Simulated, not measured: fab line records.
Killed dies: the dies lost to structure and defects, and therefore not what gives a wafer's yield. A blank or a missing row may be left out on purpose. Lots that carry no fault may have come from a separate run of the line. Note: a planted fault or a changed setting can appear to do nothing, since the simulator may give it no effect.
Chamber matching | flow nand harc | NHARC_P_ZERO_WELL_DESCUM_26 on rie diel-05: 4 sister chambers
The step chemistry O2, time 3 s. 4 wafers are shown with their chamber, then 12 later ones without.

WAFERS PAIRED WITH THEIR CHAMBERS
wafer  | chamber | showerhead plenum p Torr (Torr)
L089.4 | 3       | 1.90
L089.1 | 0       | 2.01
L089.5 | 2       | 2.00
L089.6 | 1       | 2.05

WAFERS WHOSE CHAMBER IS MISSING
wafer  | showerhead plenum p Torr (Torr)
L092.2 | 2.00
L092.4 | 2.01
L092.5 | 1.90
L092.1 | 2.04
L092.3 | 1.90
L092.6 | 2.00
L093.1 | 1.90
L093.2 | 2.01
L093.4 | 2.00
L094.1 | 2.00
L094.2 | 2.04
L094.4 | 2.01

CHAMBER TAKEN BY EACH
wafer  | from the rows above | in truth
L092.2 | 2                   | 2
L092.4 | 0                   | 0
L092.5 | 3                   | 3
L092.1 | 1                   | 1
L092.3 | 3                   | 3
L092.6 | 2                   | 2
L093.1 | 3                   | 3
L093.2 | 0                   | 0
L093.4 | 2                   | 2
L094.1 | 2                   | 2
L094.2 | 1                   | 1
L094.4 | 0                   | 0
Placed correctly: 12 of 12. Number that these rows cannot place: 0. Wrongly placed: 0.
How it was worked out, from the rows above alone: a wafer's distance from a chamber is the root of the sum, over the readings, of the square of ((its reading less the chamber's mean) divided by the reading's scatter). The wafer belongs to the nearest chamber; if the next one is less than 2 further off, it can't be placed. The mean given for a chamber averages the wafers shown for that chamber. The scatter: root of mean squared gap, hidden wafer to nearest shown wafer, with one shown wafer a chamber.
